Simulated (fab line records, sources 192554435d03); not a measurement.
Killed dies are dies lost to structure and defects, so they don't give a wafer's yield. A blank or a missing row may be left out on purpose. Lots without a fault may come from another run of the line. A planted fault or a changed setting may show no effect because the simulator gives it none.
Chamber matching | flow n5_finfet | N5_SDB_ETCH_17 on rie_diel-05: 4 sister chambers
The step etches SiARC in CF4, target depth 23.4 nm, time 39 s. 4 wafers are shown with their chamber, then 8 later ones without.

WAFERS WITH THEIR CHAMBER
wafer  | chamber | showerhead_plenum_p_Torr (Torr)
L082.6 | 0       | 2.27
L086.2 | 1       | 2.11
L086.3 | 3       | 2.13
L089.3 | 2       | 2.21

WAFERS WITHOUT THEIR CHAMBER
wafer  | showerhead_plenum_p_Torr (Torr)
L089.5 | 2.21
L089.6 | 2.13
L092.2 | 2.13
L092.3 | 2.21
L092.4 | 2.21
L097.1 | 2.11
L097.4 | 2.26
L097.5 | 2.13

WHICH CHAMBER EACH WENT THROUGH
wafer  | from the rows above | in truth
L089.5 | 2                   | 2
L089.6 | 3                   | 3
L092.2 | 3                   | 3
L092.3 | 2                   | 2
L092.4 | 2                   | 2
L097.1 | 1                   | 1
L097.4 | 0                   | 0
L097.5 | 3                   | 3
Placed correctly: 8 of 8. Can't be placed from these rows: 0. Placed wrongly: 0.
How it was worked out, from the rows above alone: a wafer's distance from a chamber is the root of the sum, over the readings, of the square of ((its reading less the chamber's mean) divided by the reading's scatter). The wafer belongs to the nearest chamber; if the next one is less than 2 further off, it can't be placed. A chamber's mean is the mean of its shown wafers. The scatter: with one shown wafer a chamber, the root of the mean of the squares of how far each hidden wafer lies from its nearest shown one.
